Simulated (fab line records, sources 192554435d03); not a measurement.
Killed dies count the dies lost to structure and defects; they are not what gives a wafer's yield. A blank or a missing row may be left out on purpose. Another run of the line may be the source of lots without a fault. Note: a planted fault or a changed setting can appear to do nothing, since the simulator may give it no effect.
fab line records	flow n5-finfet
[record] lots = 24	wafers = 72	last-day = 17
route steps=1938 shown HKMG_FIN@455 GATE_CUT@513 MOL_CONTACT_COAG@528
lots untouched by any fault: they come from a run of this same line in which no faults occurred
start-h: start of the lot's first displayed wafer, in hours after the record's first day	wait-h: hours from the lot's prior step to this one	" identical to the entry in the row above	L1.1+2: one row covering several wafers at once	- no value, or no start given	* or withheld: withheld	< > ~ a bound
route shown NAME@n: names a module that has steps shown in the file, with the first one's number in the route	usual: average and standard deviation across the fault-free wafers	same: alike in all rows	chamber/n: place in a boat	sites: readings site by site	_std_site: standard deviation of those values	_edge_site: mean of outer sites minus mean of inner sites	radius-mm: for every site, how far away it sits from the centre of the wafer	mask NAME#n: copy n	behind: the tool/chamber that last shaped the wafer	hold: the reason the lot was held/the length of the hold in hours/how it ended	device: the n, p or np transistor that did not switch	end of line: the route-end tests of the same wafers	a step with no rows: only its recipe	killed: not the wafer's yield, but the dies lost to structure and defects at the first sort	map: per-die view of a wafer (x killed, . not killed, _ where there is no die)
set.NAME: the setting the step ran with; set.NAME@STEP: the setting that earlier step ran with	model.NAME: the simulator's own value behind a step, which no gauge read
the route's steps for a sample of lots (tables are steps, rows are wafers)
services: from which hour (start-h, from the record's first day; less than 0 if before it) a tool's chamber was out of use, for how many hours, and why
[[steps]]
[step N5_HKMG_FIN_STRIP_69]
[recipe] chemistry = N2/H2	power-w = 2500	temp-c = 300	h2-frac = 0.65	time-s = 360	pressure-mtorr = withheld	n2-flow-sccm = 1750	h2-flow-sccm = 3250
[usual] drypump-motor-current-A = 5.4/0.59	heater-power-w = 452/25
lot.wafer	tool	chamber	start-h	wait-h	drypump-motor-current-A	heater-power-w	rf-hours-counter-h
L074.2	plasma-asher-02	1	78.16	0.1	5.2	409	85
L074.5	"	0	"	"	5.0	455	-
L074.6	"	1	"	"	5.2	418	-
L075.3	plasma-asher-01	1	86.85	0.2	5.3	478	-
L075.4	"	0	"	"	6.6	465	-
L075.5	"	1	"	"	5.3	463	-
L076.2	plasma-asher-02	1	89.07	0.1	5.2	420	88
L076.4	"	0	"	"	4.9	461	-
L076.6	"	1	"	"	5.2	413	-
L077.1	plasma-asher-01	1	97.26	0.1	5.3	459	45
L077.3	"	0	"	"	6.6	472	-
L077.5	"	0	"	"	6.6	473	-
L078.1	plasma-asher-02	1	107.28	0.1	5.2	409	91
L078.3	"	0	"	"	4.9	476	-
L078.6	"	0	"	"	4.9	470	-
L079.1	plasma-asher-01	1	110.07	0.1	5.3	473	47
L079.4	"	1	"	"	5.3	455	-
L079.6	"	0	"	"	6.6	479	-
L080.1	plasma-asher-01	0	113.44	0.1	6.6	480	48
L080.3	"	0	"	"	6.6	481	-
L080.6	"	0	"	"	6.6	469	-
L081.1	plasma-asher-01	1	118.97	0.1	5.3	464	50
L081.4	"	1	"	"	5.3	472	-
L081.6	"	1	"	"	5.3	470	-
L082.1	plasma-asher-02	0	126.53	0.1	4.9	470	95
L082.4	"	1	"	"	5.2	409	-
L082.6	"	1	"	"	5.2	411	-
L083.1	plasma-asher-02	0	129.75	0.1	4.9	463	96
L083.2	"	1	"	"	5.2	415	96
L083.4	"	1	"	"	5.2	414	-
L084.3	plasma-asher-01	0	137.91	0.2	6.6	477	-
L084.5	"	0	"	"	6.6	473	-
L084.6	"	1	"	"	5.3	454	-
L085.2	plasma-asher-01	1	148.51	0.1	5.3	462	54
L085.4	"	1	"	"	5.3	472	-
L085.6	"	0	"	"	6.6	483	-
L086.1	plasma-asher-02	1	150.87	0.1	5.2	405	101
L086.2	"	0	"	"	4.9	466	101
L086.4	"	1	"	"	5.2	417	-
L087.2	plasma-asher-02	1	155.53	0.1	5.2	408	102
L087.5	"	1	"	"	5.2	414	-
L087.6	"	0	"	"	4.9	462	-
L088.2	plasma-asher-02	1	165.55	0.1	5.2	423	106
L088.3	"	1	"	"	5.2	409	-
L088.5	"	1	"	"	5.2	411	-
L089.2	plasma-asher-02	0	166.43	0.1	4.9	477	107
L089.3	"	0	"	"	4.9	454	-
L089.6	"	1	"	"	5.2	422	-
L090.1	plasma-asher-02	0	172.96	0.1	4.9	466	109
L090.3	"	1	"	"	5.2	417	-
L090.6	"	1	"	"	5.2	414	-
L091.4	plasma-asher-02	1	178.36	0.2	5.2	417	-
L091.5	"	1	"	"	5.2	409	-
L091.6	"	0	"	"	4.9	454	-
L092.1	plasma-asher-02	1	186.75	0.1	5.2	422	114
L092.4	"	0	"	"	4.9	468	-
L092.6	"	0	"	"	4.9	463	-
L093.1	plasma-asher-02	1	190.88	0.2	5.2	425	116
L093.4	"	0	"	"	5.0	458	-
L093.5	"	0	"	"	5.0	464	-
L094.2	plasma-asher-01	1	203.98	0.1	5.3	461	57
L094.3	"	1	"	"	5.3	470	-
L094.4	"	0	"	"	6.6	473	-
L095.1	plasma-asher-02	0	209.18	0.1	4.9	464	120
L095.3	"	1	"	"	5.2	419	-
L095.4	"	0	"	"	4.9	471	-
L096.2	plasma-asher-01	1	215.00	0.1	5.3	464	59
L096.3	"	1	"	"	5.3	468	-
L096.6	"	0	"	"	6.6	475	-
L097.1	plasma-asher-02	1	216.06	0.1	5.2	425	122
L097.4	"	1	"	"	5.2	418	-
L097.5	"	1	"	"	5.2	415	-
[step N5_GATE_CUT_CMP_43]
[recipe] material = SiO2	post-cmp-clean = rinse-only
[usual] edge-zone-pressure-frac = 1.000/0.0044	motor-current-A = 12.4/1.3
lot.wafer	tool	chamber	start-h	wait-h	edge-zone-pressure-frac	motor-current-A
L074.2	cmp-03	3	86.61	0.2	0.996	13.4
L074.6	"	1	"	"	0.991	11.6
L074.5	"	2	"	"	0.999	11.7
L075.4	cmp-03	1	96.35	0.0	1.002	11.9
L075.3	"	0	"	"	1.006	10.6
L075.5	"	2	"	"	0.998	11.7
L076.2	cmp-03	1	98.52	0.1	0.999	12.1
L076.4	"	3	"	"	1.004	14.0
L076.6	"	0	"	"	1.000	10.1
L077.1	cmp-04	1	105.70	0.1	0.998	15.5
L077.3	"	3	"	"	1.004	12.6
L077.5	"	0	"	"	0.989	11.7
L078.3	cmp-03	1	116.08	0.2	0.993	11.7
L078.1	"	2	"	"	0.996	11.9
L078.6	"	3	"	"	0.997	14.0
L079.1	cmp-04	3	118.33	0.1	0.999	12.1
L079.4	"	0	"	"	1.010	12.1
L079.6	"	2	"	"	1.004	14.1
L080.3	cmp-03	0	121.52	0.1	0.994	11.0
L080.1	"	1	"	"	1.007	11.8
L080.6	"	3	"	"	0.993	13.8
L081.1	cmp-04	1	127.49	0.1	1.007	14.9
L081.4	"	2	"	"	1.005	13.9
L081.6	"	1	"	"	0.999	15.1
L082.1	cmp-01	1	134.74	0.2	0.994	12.0
L082.4	"	2	"	"	0.996	10.4
L082.6	"	0	"	"	1.000	13.5
L083.2	cmp-03	3	138.04	0.0	1.000	13.2
L083.1	"	0	"	"	1.001	11.0
L083.4	"	2	"	"	0.996	11.2
L084.3	cmp-01	1	146.16	0.0	1.006	11.8
L084.6	"	1	"	"	0.999	11.9
L084.5	"	2	"	"	0.995	10.6
L085.2	cmp-01	0	156.75	0.1	1.003	12.5
L085.4	"	1	"	"	1.000	12.2
L085.6	"	3	"	"	1.009	12.2
L086.2	cmp-03	2	158.86	0.0	1.004	11.5
L086.4	"	3	"	"	0.997	13.3
L086.1	"	0	"	"	0.991	10.7
L087.2	cmp-03	2	163.69	0.1	0.999	10.4
L087.5	"	1	"	"	1.000	12.7
L087.6	"	2	"	"	0.999	11.3
L088.2	cmp-01	0	173.73	0.1	1.002	12.9
L088.3	"	2	"	"	0.996	10.0
L088.5	"	3	"	"	0.998	11.7
L089.3	cmp-04	2	174.89	0.1	0.997	14.1
L089.2	"	3	"	"	0.995	11.8
L089.6	"	1	"	"	0.995	15.6
L090.3	cmp-04	2	181.13	0.0	0.998	14.7
L090.1	"	0	"	"	0.992	12.1
L090.6	"	2	"	"	1.001	14.4
L091.4	cmp-04	2	188.88	0.1	0.997	14.2
L091.6	"	2	"	"	1.001	14.2
L091.5	"	3	"	"	1.000	11.7
L092.1	cmp-04	0	195.48	0.2	1.009	12.7
L092.4	"	1	"	"	1.001	14.6
L092.6	"	2	"	"	1.003	14.1
L093.1	cmp-04	2	199.75	0.0	0.994	13.9
L093.4	"	3	"	"	1.007	11.9
L093.5	"	2	"	"	0.990	14.6
L094.4	cmp-01	3	212.40	0.0	1.004	12.9
L094.2	"	0	"	"	1.002	11.7
L094.3	"	2	"	"	0.996	10.6
L095.4	cmp-01	1	217.79	0.0	0.999	11.6
L095.1	"	3	"	"	1.001	11.5
L095.3	"	0	"	"	1.001	12.6
L096.2	cmp-01	1	223.47	0.1	1.000	12.2
L096.3	"	3	"	"	0.996	12.5
L096.6	"	0	"	"	0.995	12.9
L097.1	cmp-03	0	225.44	0.1	0.995	10.3
L097.4	"	1	"	"	0.999	12.7
L097.5	"	0	"	"	0.992	11.3
[step N5_MOL_CONTACT_COAG_INSPECT_10]
[recipe] mode = adi	inspect-instrument = brightfield
[usual] raw-defect-count = 73/33
lot.wafer	tool	chamber	start-h	wait-h	raw-defect-count
L074.2	defect-inspect-01	-	87.69	0.1	33
L074.5	"	-	"	"	49
L074.6	"	-	"	"	38
L075.3	defect-inspect-02	-	97.58	0.0	65
L075.4	"	-	"	"	58
L075.5	"	-	"	"	79
L076.2	defect-inspect-02	-	99.54	0.0	81
L076.4	"	-	"	"	98
L076.6	"	-	"	"	46
L077.1	defect-inspect-01	-	106.84	0.1	50
L077.3	"	-	"	"	45
L077.5	"	-	"	"	40
L078.1	defect-inspect-01	-	117.14	0.1	115
L078.3	"	-	"	"	82
L078.6	"	-	"	"	131
L079.1	defect-inspect-01	-	119.47	0.1	81
L079.4	"	-	"	"	51
L079.6	"	-	"	"	84
L080.1	defect-inspect-01	-	122.66	0.1	107
L080.3	"	-	"	"	70
L080.6	"	-	"	"	59
L081.1	defect-inspect-02	-	128.63	0.1	57
L081.4	"	-	"	"	66
L081.6	"	-	"	"	66
L082.1	defect-inspect-01	-	135.68	0.1	67
L082.4	"	-	"	"	170
L082.6	"	-	"	"	73
L083.1	defect-inspect-01	-	139.23	0.1	174
L083.2	"	-	"	"	162
L083.4	"	-	"	"	139
L084.3	defect-inspect-01	-	147.27	0.0	52
L084.5	"	-	"	"	66
L084.6	"	-	"	"	68
L085.2	defect-inspect-01	-	157.77	0.0	57
L085.4	"	-	"	"	65
L085.6	"	-	"	"	50
L086.1	defect-inspect-02	-	159.95	0.1	98
L086.2	"	-	"	"	112
L086.4	"	-	"	"	110
L087.2	defect-inspect-02	-	164.73	0.0	70
L087.5	"	-	"	"	85
L087.6	"	-	"	"	70
L088.2	defect-inspect-01	-	174.87	0.0	44
L088.3	"	-	"	"	67
L088.5	"	-	"	"	78
L089.2	defect-inspect-01	-	175.91	0.0	14
L089.3	"	-	"	"	44
L089.6	"	-	"	"	54
L090.1	defect-inspect-01	-	182.35	0.1	86
L090.3	"	-	"	"	56
L090.6	"	-	"	"	53
L091.4	defect-inspect-02	-	189.99	0.0	177
L091.5	"	-	"	"	81
L091.6	"	-	"	"	57
L092.1	defect-inspect-01	-	196.42	0.1	59
L092.4	"	-	"	"	84
L092.6	"	-	"	"	38
L093.1	defect-inspect-01	-	200.97	0.1	60
L093.4	"	-	"	"	73
L093.5	"	-	"	"	53
L094.2	defect-inspect-02	-	213.62	0.0	52
L094.3	"	-	"	"	42
L094.4	"	-	"	"	56
L095.1	defect-inspect-02	-	218.89	0.1	114
L095.3	"	-	"	"	84
L095.4	"	-	"	"	34
L096.2	defect-inspect-01	-	224.49	0.0	110
L096.3	"	-	"	"	83
L096.6	"	-	"	"	82
L097.1	defect-inspect-02	-	226.58	0.1	67
L097.4	"	-	"	"	84
L097.5	"	-	"	"	83
[step N5_MOL_CONTACT_COAG_ETCH_59]
[recipe] chemistry = N2/H2	target = underlayer	target-depth-a = 130	mask-material = CAR-EUV	time-s = 10.4	ion-energy-ev = 200	pressure-mtorr = 30	source-w = 840	bias-w = 150	n2-flow-sccm = 200	h2-flow-sccm = 200	ends = cleared
[usual] drypump-motor-current-A = 5.9/0.56	etch-rf-on-time-s = 10.39/0.18	oes-product-au = 0.67/0.072	rf-vpp-V = 523.9/2.3	showerhead-plenum-p-Torr = 2.55/0.082	throttle-valve-pct = 17.92/0.28
lot.wafer	tool	chamber	start-h	wait-h	drypump-motor-current-A	etch-rf-on-time-s	oes-product-au	rf-hours-counter-h	rf-vpp-V	showerhead-plenum-p-Torr	throttle-valve-pct
L074.2	rie-diel-06	3	87.88	0.0	4.9	10.09	0.72	60	523.3	2.59	18.00
L074.5	"	0	"	"	6.8	10.35	0.69	-	523.8	2.47	17.49
L074.6	"	3	"	"	5.0	10.20	0.71	-	523.9	2.59	18.00
L075.3	rie-diel-02	2	97.68	0.0	6.5	10.17	0.74	66	525.1	2.58	17.94
L075.4	"	2	"	"	6.5	10.19	0.73	-	524.0	2.58	17.94
L075.5	"	3	"	"	5.1	10.75	0.58	-	523.6	2.53	18.43
L076.2	rie-diel-02	3	99.61	0.0	5.1	10.84	0.59	195	525.2	2.53	18.44
L076.4	"	3	"	"	5.1	10.85	0.58	-	524.1	2.53	18.42
L076.6	"	1	"	"	5.5	10.52	0.61	-	527.5	2.65	18.12
L077.1	rie-diel-02	0	107.09	0.0	5.2	10.11	0.84	1	522.8	2.50	17.48
L077.3	"	1	"	"	5.5	10.43	0.61	186	526.7	2.64	18.12
L077.5	"	1	"	"	5.5	10.37	0.63	-	525.3	2.64	18.10
L078.1	rie-diel-04	0	117.21	0.0	6.5	10.43	0.59	224	522.6	2.50	17.90
L078.3	"	2	"	"	5.9	10.29	0.74	43	521.6	2.48	17.85
L078.6	"	3	"	"	6.0	10.27	0.76	-	528.1	2.70	17.68
L079.1	rie-diel-06	0	119.70	0.0	6.8	10.51	0.68	93	520.5	2.46	17.52
L079.4	"	1	"	"	5.7	10.50	0.65	120	528.2	2.66	18.19
L079.6	"	0	"	"	6.9	10.54	0.68	-	521.7	2.46	17.51
L080.1	rie-diel-06	3	122.73	0.0	4.9	10.23	0.71	71	524.9	2.58	18.02
L080.3	"	2	"	"	5.9	10.51	0.63	138	522.8	2.44	17.61
L080.6	"	1	"	"	5.7	10.38	0.65	-	526.0	2.66	18.21
L081.1	rie-diel-06	2	128.70	0.0	5.9	10.47	0.64	140	520.5	2.44	17.64
L081.4	"	1	"	"	5.7	10.34	0.65	123	528.4	2.66	18.23
L081.6	"	0	"	"	6.9	10.51	0.68	-	521.4	2.46	17.52
L082.1	rie-diel-04	0	135.84	0.0	6.6	10.34	0.59	232	520.7	2.50	17.94
L082.4	"	1	"	"	6.0	10.42	0.58	247	522.2	2.50	18.12
L082.6	"	1	"	"	6.0	10.42	0.57	-	521.7	2.50	18.12
L083.1	rie-diel-04	1	139.30	0.0	5.9	10.42	0.58	248	522.1	2.50	18.11
L083.2	"	2	"	"	5.9	10.30	0.72	52	521.4	2.48	17.88
L083.4	"	0	"	"	6.5	10.52	0.59	233	521.0	2.50	17.93
L084.3	rie-diel-04	1	147.85	0.0	5.9	10.37	0.58	252	522.1	2.50	18.10
L084.5	"	3	"	"	6.0	10.31	0.73	-	527.9	2.70	17.71
L084.6	"	1	"	"	6.0	10.37	0.58	-	524.6	2.50	18.12
L085.2	rie-diel-02	1	157.90	0.0	5.5	10.45	0.60	208	525.8	2.63	18.15
L085.4	"	0	"	"	5.3	10.18	0.77	23	522.1	2.50	17.54
L085.6	"	0	"	"	5.3	10.11	0.77	-	520.9	2.50	17.53
L086.1	rie-diel-02	3	160.02	0.0	5.1	10.84	0.57	222	524.0	2.52	18.47
L086.2	"	1	"	"	5.5	10.40	0.60	209	525.9	2.63	18.17
L086.4	"	2	"	"	6.5	10.19	0.72	81	524.2	2.57	17.97
L087.2	rie-diel-02	1	164.90	0.0	5.5	10.33	0.60	211	525.5	2.63	18.17
L087.5	"	3	"	"	5.1	10.66	0.57	-	521.9	2.52	18.50
L087.6	"	0	"	"	5.3	10.05	0.76	-	522.0	2.49	17.55
L088.2	rie-diel-06	0	174.97	0.0	6.9	10.52	0.66	107	522.9	2.46	17.55
L088.3	"	2	"	"	5.9	10.50	0.62	157	520.3	2.43	17.65
L088.5	"	1	"	"	5.7	10.49	0.64	-	527.3	2.66	18.23
L089.2	rie-diel-04	2	176.00	0.0	5.8	10.31	0.71	69	521.7	2.47	17.91
L089.3	"	1	"	"	5.9	10.18	0.86	1	522.1	2.50	17.71
L089.6	"	2	"	"	5.8	10.37	0.71	-	521.9	2.47	17.91
L090.1	rie-diel-06	3	182.42	0.0	4.9	10.33	0.69	93	526.0	2.57	18.06
L090.3	"	0	"	"	6.9	10.68	0.66	109	521.6	2.46	17.53
L090.6	"	3	"	"	4.9	10.33	0.69	-	523.8	2.57	18.04
L091.4	rie-diel-04	0	190.06	0.0	6.5	10.44	0.59	249	523.4	2.49	17.96
L091.5	"	3	"	"	6.0	10.36	0.72	-	527.5	2.69	17.73
L091.6	"	0	"	"	6.5	10.42	0.58	-	522.9	2.49	17.94
L092.1	rie-diel-06	1	198.69	0.0	5.7	10.40	0.62	149	527.9	2.65	18.25
L092.4	"	3	"	"	4.9	10.29	0.68	101	523.8	2.57	18.07
L092.6	"	1	"	"	5.7	10.38	0.63	-	527.3	2.65	18.25
L093.1	rie-diel-04	3	202.80	0.0	6.0	10.48	0.70	70	526.2	2.69	17.72
L093.4	"	1	"	"	5.9	10.38	0.79	-	522.7	2.50	17.73
L093.5	"	3	"	"	6.0	10.31	0.71	-	526.4	2.69	17.75
L094.2	rie-diel-02	0	213.69	0.0	5.2	10.17	0.75	37	522.4	2.49	17.57
L094.3	"	2	"	"	6.5	10.23	0.71	94	524.2	2.57	18.01
L094.4	"	3	"	"	5.1	10.81	0.56	236	524.1	2.51	18.48
L095.1	rie-diel-04	3	218.96	0.0	6.0	10.37	0.70	75	527.2	2.68	17.76
L095.3	"	0	"	"	6.5	10.14	0.82	4	521.9	2.49	17.53
L095.4	"	2	"	"	5.9	10.24	0.70	87	523.0	2.46	17.93
L096.2	rie-diel-06	3	224.74	0.0	4.9	10.35	0.67	110	522.8	2.56	18.10
L096.3	"	2	"	"	5.9	10.54	0.61	175	519.3	2.43	17.69
L096.6	"	2	"	"	6.0	10.56	0.61	-	521.1	2.43	17.70
L097.1	rie-diel-02	0	226.65	0.0	5.2	10.24	0.75	41	523.9	2.49	17.57
L097.4	"	2	"	"	6.5	10.21	0.70	99	525.4	2.57	18.02
L097.5	"	2	"	"	6.5	10.38	0.69	-	524.2	2.57	18.02
[step N5_MOL_CONTACT_COAG_SIL_ANNEAL_21]
[recipe] temp-c = 550	time-s = 60	ambient = N2
[usual] lamp-power-pct = 7.1/0.32	wafer_temp_C_max = 552.2/0.47
lot.wafer	tool	chamber	start-h	wait-h	lamp-power-pct	wafer_temp_C_max
L074.2	rtp-anneal-01	0	89.34	0.2	6.8	553.3
L074.5	"	0	"	"	6.8	552.5
L074.6	"	0	"	"	6.8	553.2
L075.3	rtp-anneal-01	0	99.09	0.3	6.8	552.4
L075.4	"	0	"	"	6.9	552.9
L075.5	"	0	"	"	6.8	551.9
L076.2	rtp-anneal-02	0	102.13	0.2	7.5	552.8
L076.4	"	0	"	"	7.5	552.7
L076.6	"	0	"	"	7.5	553.2
L077.1	rtp-anneal-01	0	109.09	0.2	6.8	551.6
L077.3	"	0	"	"	6.8	551.4
L077.5	"	0	"	"	6.8	551.3
L078.1	rtp-anneal-02	0	120.20	0.2	7.5	551.5
L078.3	"	0	"	"	7.5	553.3
L078.6	"	0	"	"	7.5	552.6
L079.1	rtp-anneal-02	0	121.18	0.2	7.5	551.5
L079.4	"	0	"	"	7.5	552.3
L079.6	"	0	"	"	7.5	552.6
L080.1	rtp-anneal-01	0	124.21	0.4	6.8	551.6
L080.3	"	0	"	"	6.8	551.8
L080.6	"	0	"	"	6.8	551.7
L081.1	rtp-anneal-01	0	130.09	0.2	6.8	552.7
L081.4	"	0	"	"	6.8	551.8
L081.6	"	0	"	"	6.8	551.3
L082.1	rtp-anneal-02	0	137.38	0.2	7.5	552.8
L082.4	"	0	"	"	7.5	552.8
L082.6	"	0	"	"	7.5	552.6
L083.1	rtp-anneal-01	0	141.48	0.4	6.8	552.5
L083.2	"	0	"	"	6.8	551.9
L083.4	"	0	"	"	6.8	552.3
L084.3	rtp-anneal-02	0	149.27	0.3	7.5	552.5
L084.5	"	0	"	"	7.5	552.5
L084.6	"	0	"	"	7.5	552.3
L085.2	rtp-anneal-01	0	160.65	0.3	6.8	552.1
L085.4	"	0	"	"	6.8	551.6
L085.6	"	0	"	"	6.9	551.5
L086.1	rtp-anneal-02	0	161.40	0.2	7.5	552.8
L086.2	"	0	"	"	7.5	551.3
L086.4	"	0	"	"	7.5	552.0
L087.2	rtp-anneal-02	0	167.75	0.2	7.5	552.6
L087.5	"	0	"	"	7.5	552.7
L087.6	"	0	"	"	7.5	552.0
L088.2	rtp-anneal-02	0	177.96	0.2	7.5	552.4
L088.3	"	0	"	"	7.5	551.4
L088.5	"	0	"	"	7.5	551.9
L089.2	rtp-anneal-01	0	178.06	0.2	6.8	551.5
L089.3	"	0	"	"	6.8	551.9
L089.6	"	0	"	"	6.8	552.6
L090.1	rtp-anneal-01	0	184.87	0.4	6.9	552.4
L090.3	"	0	"	"	6.8	552.4
L090.6	"	0	"	"	6.8	552.5
L091.4	rtp-anneal-01	0	191.50	0.3	6.8	552.3
L091.5	"	0	"	"	6.8	552.2
L091.6	"	0	"	"	6.8	552.2
L092.1	rtp-anneal-01	0	200.00	0.2	6.8	552.2
L092.4	"	0	"	"	6.8	552.4
L092.6	"	0	"	"	6.8	551.7
L093.1	rtp-anneal-01	0	204.40	0.2	6.8	553.0
L093.4	"	0	"	"	6.8	552.1
L093.5	"	0	"	"	6.8	551.8
L094.2	rtp-anneal-02	0	215.97	0.2	7.5	552.3
L094.3	"	0	"	"	7.5	552.5
L094.4	"	0	"	"	7.5	552.8
L095.1	rtp-anneal-01	0	221.04	0.2	6.8	551.9
L095.3	"	0	"	"	6.8	551.9
L095.4	"	0	"	"	6.8	552.3
L096.2	rtp-anneal-02	0	226.36	0.2	7.5	552.5
L096.3	"	0	"	"	7.5	552.1
L096.6	"	0	"	"	7.5	551.5
L097.1	rtp-anneal-02	0	229.36	0.2	7.5	552.6
L097.4	"	0	"	"	7.5	552.4
L097.5	"	0	"	"	7.5	552.2
[step N5_MOL_CONTACT_COAG_PRE_CLEAN_142]
[recipe] gas = H2/He	time-s = 60	temp-c = 300
[usual] heater-power-w = 482/49
lot.wafer	tool	chamber	start-h	wait-h	heater-power-w
L074.2	pvd-sputter-02	-	92.86	2.0	537
L074.5	"	-	"	"	507
L074.6	"	-	"	"	544
L075.3	pvd-sputter-02	-	103.86	1.2	509
L075.4	"	-	"	"	528
L075.5	"	-	"	"	520
L076.2	pvd-sputter-03	-	105.63	1.6	426
L076.4	"	-	"	"	411
L076.6	"	-	"	"	474
L077.1	pvd-sputter-02	-	111.26	0.9	505
L077.3	"	-	"	"	533
L077.5	"	-	"	"	457
L078.1	pvd-sputter-01	-	123.84	2.0	460
L078.3	"	-	"	"	511
L078.6	"	-	"	"	507
L079.1	pvd-sputter-03	-	128.97	3.9	416
L079.4	"	-	"	"	534
L079.6	"	-	"	"	430
L080.1	pvd-sputter-03	-	129.23	3.3	540
L080.3	"	-	"	"	422
L080.6	"	-	"	"	484
L081.1	pvd-sputter-03	-	133.93	1.2	498
L081.4	"	-	"	"	551
L081.6	"	-	"	"	489
L082.1	pvd-sputter-01	-	141.25	1.8	454
L082.4	"	-	"	"	529
L082.6	"	-	"	"	525
L083.1	pvd-sputter-02	-	144.32	1.7	451
L083.2	"	-	"	"	413
L083.4	"	-	"	"	544
L084.3	pvd-sputter-01	-	153.99	1.5	526
L084.5	"	-	"	"	402
L084.6	"	-	"	"	518
L085.2	pvd-sputter-03	-	163.90	1.6	506
L085.4	"	-	"	"	491
L085.6	"	-	"	"	442
L086.1	pvd-sputter-01	-	164.23	1.4	451
L086.2	"	-	"	"	519
L086.4	"	-	"	"	418
L087.2	pvd-sputter-03	-	172.29	2.6	431
L087.5	"	-	"	"	488
L087.6	"	-	"	"	443
L088.2	pvd-sputter-02	-	184.43	4.3	549
L088.3	"	-	"	"	525
L088.5	"	-	"	"	544
L089.2	pvd-sputter-02	-	184.59	4.0	419
L089.3	"	-	"	"	502
L089.6	"	-	"	"	439
L090.1	pvd-sputter-02	-	190.07	1.5	512
L090.3	"	-	"	"	419
L090.6	"	-	"	"	500
L091.4	pvd-sputter-02	-	195.49	1.4	418
L091.5	"	-	"	"	554
L091.6	"	-	"	"	453
L092.1	pvd-sputter-02	-	202.92	1.2	518
L092.4	"	-	"	"	457
L092.6	"	-	"	"	517
L093.1	pvd-sputter-01	-	210.32	3.9	390
L093.4	"	-	"	"	521
L093.5	"	-	"	"	522
L094.2	pvd-sputter-02	-	218.93	0.9	542
L094.3	"	-	"	"	507
L094.4	"	-	"	"	460
L095.1	pvd-sputter-02	-	224.79	2.3	415
L095.3	"	-	"	"	547
L095.4	"	-	"	"	499
L096.2	pvd-sputter-02	-	230.07	1.7	468
L096.3	"	-	"	"	527
L096.6	"	-	"	"	423
L097.1	pvd-sputter-02	-	233.33	2.3	427
L097.4	"	-	"	"	516
L097.5	"	-	"	"	445
[[services]]
tool	chamber	start-h	hours	kind
plasma-asher-02	-	55.61	2.2	repair
pvd-sputter-01	-	69.15	2.1	repair
pvd-sputter-02	-	71.13	0.5	repair
cmp-04	-	79.54	3.5	repair
cmp-04	-	83.60	0.7	repair
rie-diel-02	0	85.26	-	clean
rie-diel-02	0	85.26	-	consumable-replace:focus-ring
cmp-01	-	91.89	1.9	repair
rie-diel-04	0	96.47	9.4	repair
cmp-01	-	100.19	1.4	repair
cmp-01	-	106.15	4.0	pm
rie-diel-04	1	108.49	18.2	repair
plasma-asher-02	-	108.90	1.4	repair
pvd-sputter-02	-	125.20	3.7	repair
cmp-04	-	133.41	5.1	pm
plasma-asher-01	-	153.76	14.6	pm
rie-diel-06	2	154.30	2.7	repair
cmp-01	-	158.85	1.4	repair
plasma-asher-01	-	168.36	28.1	pm
cmp-04	-	186.11	2.3	repair
rie-diel-02	-	187.98	14.6	pm
cmp-03	-	188.55	3.8	pm
rtp-anneal-02	-	194.59	4.1	pm
rie-diel-04	1	209.25	5.5	repair
[[key]]
fault none
